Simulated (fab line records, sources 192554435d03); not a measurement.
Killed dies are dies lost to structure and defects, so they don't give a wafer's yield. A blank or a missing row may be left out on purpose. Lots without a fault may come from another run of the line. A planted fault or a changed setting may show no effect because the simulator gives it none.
Chamber matching | flow n5_finfet | N5_GATE_CUT_ETCH_36 on rie_diel-02: 4 sister chambers
The step etches SiARC in CF4, target depth 13 nm, time 21.7 s. 16 wafers are shown with their chamber, then 8 later ones without.

WAFERS WITH THEIR CHAMBER
wafer  | chamber | drypump_motor_current_A (A) | showerhead_plenum_p_Torr (Torr) | throttle_valve_pct (%)
L076.1 | 3       | 5.9                         | 2.20                            | 15.47
L076.3 | 1       | 5.9                         | 2.15                            | 15.75
L076.6 | 0       | 6.5                         | 2.05                            | 15.73
L082.1 | 3       | 5.9                         | 2.19                            | 15.48
L082.2 | 0       | 6.6                         | 2.04                            | 15.75
L082.4 | 1       | 5.9                         | 2.15                            | 15.78
L085.2 | 2       | 5.2                         | 2.19                            | 15.47
L085.3 | 0       | 6.5                         | 2.04                            | 15.76
L085.6 | 0       | 6.6                         | 2.04                            | 15.75
L086.1 | 1       | 5.9                         | 2.14                            | 15.78
L086.3 | 3       | 5.9                         | 2.19                            | 15.50
L086.6 | 1       | 5.9                         | 2.14                            | 15.81
L089.2 | 2       | 5.3                         | 2.18                            | 15.46
L089.3 | 1       | 5.9                         | 2.14                            | 15.81
L089.4 | 3       | 5.9                         | 2.19                            | 15.51
L091.1 | 3       | 5.9                         | 2.19                            | 15.49

SIGNATURES (means of the wafers above)
reading                  | chamber 0 | chamber 1 | chamber 2 | chamber 3 | scatter within a chamber
drypump_motor_current_A  | 6.550     | 5.900     | 5.250     | 5.900     | 0.0354
showerhead_plenum_p_Torr | 2.0425    | 2.1440    | 2.1850    | 2.1920    | 0.0052
throttle_valve_pct       | 15.7475   | 15.7860   | 15.4650   | 15.4900   | 0.0184
Rule: a wafer's distance from a chamber is the root of the sum, over the readings, of the square of ((its reading less the chamber's mean) divided by the reading's scatter). The wafer belongs to the nearest chamber; if the next one is less than 2 further off, it can't be placed. The scatter: the root of (the sum of the squares of (reading less its chamber's mean) over the shown wafers, divided by (wafers less chambers)).

WAFERS WITHOUT THEIR CHAMBER
wafer  | drypump_motor_current_A (A) | showerhead_plenum_p_Torr (Torr) | throttle_valve_pct (%)
L091.2 | 6.6                         | 2.04                            | 15.79
L091.4 | 5.9                         | 2.19                            | 15.51
L093.3 | 6.5                         | 2.03                            | 15.79
L093.5 | 5.9                         | 2.19                            | 15.51
L093.6 | 5.2                         | 2.18                            | 15.48
L095.2 | 5.3                         | 2.18                            | 15.48
L095.3 | 5.9                         | 2.14                            | 15.84
L095.4 | 6.5                         | 2.03                            | 15.81

WHICH CHAMBER EACH WENT THROUGH
wafer  | from the rows above | in truth
L091.2 | 0                   | 0
L091.4 | 3                   | 3
L093.3 | 0                   | 0
L093.5 | 3                   | 3
L093.6 | 2                   | 2
L095.2 | 2                   | 2
L095.3 | 1                   | 1
L095.4 | 0                   | 0
Placed correctly: 8 of 8. Can't be placed from these rows: 0. Placed wrongly: 0.
